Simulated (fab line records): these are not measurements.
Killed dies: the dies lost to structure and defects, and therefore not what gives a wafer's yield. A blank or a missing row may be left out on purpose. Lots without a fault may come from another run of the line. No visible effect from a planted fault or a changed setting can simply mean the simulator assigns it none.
Matching of chambers ; flow nand_harc ; NHARC_P_M1_STRIP_18 on rie_diel-01: 4 sister chambers
The step strips in N2/H2. 24 wafers are shown with their chamber, then 12 later ones without.

## WAFERS, EACH WITH ITS CHAMBER
wafer;chamber;drypump_motor_current_A (A);n2_flow_sccm (sccm);throttle_valve_pct (%)
L075.2;2;5.7;149.9;14.165
L075.3;3;5.5;150.8;14.182
L075.6;0;6.3;149.4;14.167
L076.1;1;5.3;149.2;14.184
L076.3;3;5.5;150.0;14.170
L076.4;0;6.3;150.7;14.157
L080.1;2;5.7;150.2;14.163
L080.2;0;6.3;150.0;14.191
L080.4;3;5.5;150.0;14.182
L082.2;3;5.5;149.6;14.173
L082.4;0;6.3;150.1;14.185
L082.6;3;5.5;149.4;14.169
L085.4;0;6.3;149.9;14.158
L085.5;1;5.3;149.7;14.175
L085.6;0;6.3;150.1;14.172
L088.2;1;5.2;149.7;14.163
L088.5;1;5.2;149.9;14.181
L088.6;0;6.3;149.6;14.173
L090.1;1;5.2;149.9;14.172
L090.2;0;6.3;149.7;14.173
L090.5;1;5.2;149.4;14.167
L089.2;0;6.3;150.7;14.168
L089.3;1;5.2;149.6;14.155
L089.6;2;5.7;150.1;14.167

SIGNATURES, as means of the wafers listed above
reading;chamber 0;chamber 1;chamber 2;chamber 3;scatter within a chamber
drypump_motor_current_A;6.300;5.229;5.700;5.500;0.0267
n2_flow_sccm;150.022;149.629;150.067;149.960;0.401
throttle_valve_pct;14.17156;14.17100;14.16500;14.17520;0.00945
Rule: for a wafer and a chamber, the distance is found by dividing, reading by reading, the gap between the wafer's reading and the chamber's mean by the reading's scatter, squaring, summing and taking the root. If the next closest chamber is less than 2 further off than the closest, the wafer can't be placed; otherwise it belongs to the closest. The scatter: take each reading less its chamber's mean, square it, sum over the shown wafers, divide by the number of wafers less the number of chambers, and take the root.

## WAFERS WITHOUT THEIR CHAMBER
wafer;drypump_motor_current_A (A);n2_flow_sccm (sccm);throttle_valve_pct (%)
L091.1;6.3;149.5;14.177
L091.3;5.2;149.5;14.194
L091.4;5.2;149.8;14.181
L094.1;5.2;149.8;14.160
L094.5;5.7;149.7;14.187
L094.6;5.6;150.4;14.174
L093.1;5.7;149.6;14.174
L093.2;6.3;149.4;14.171
L093.5;6.3;150.3;14.166
L097.3;6.3;149.9;14.162
L097.4;5.7;150.3;14.187
L097.6;6.3;149.9;14.167

## THE CHAMBER EACH PASSED THROUGH
wafer;from the rows above;in truth
L091.1;0;0
L091.3;1;1
L091.4;1;1
L094.1;1;1
L094.5;2;2
L094.6;can't be placed: 3 or 2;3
L093.1;2;2
L093.2;0;0
L093.5;0;0
L097.3;0;0
L097.4;2;2
L097.6;0;0
11 of 12 placed correctly. Can't be placed from these rows: 1 (the true chamber is among the candidates in 1). Placed wrongly: 0.
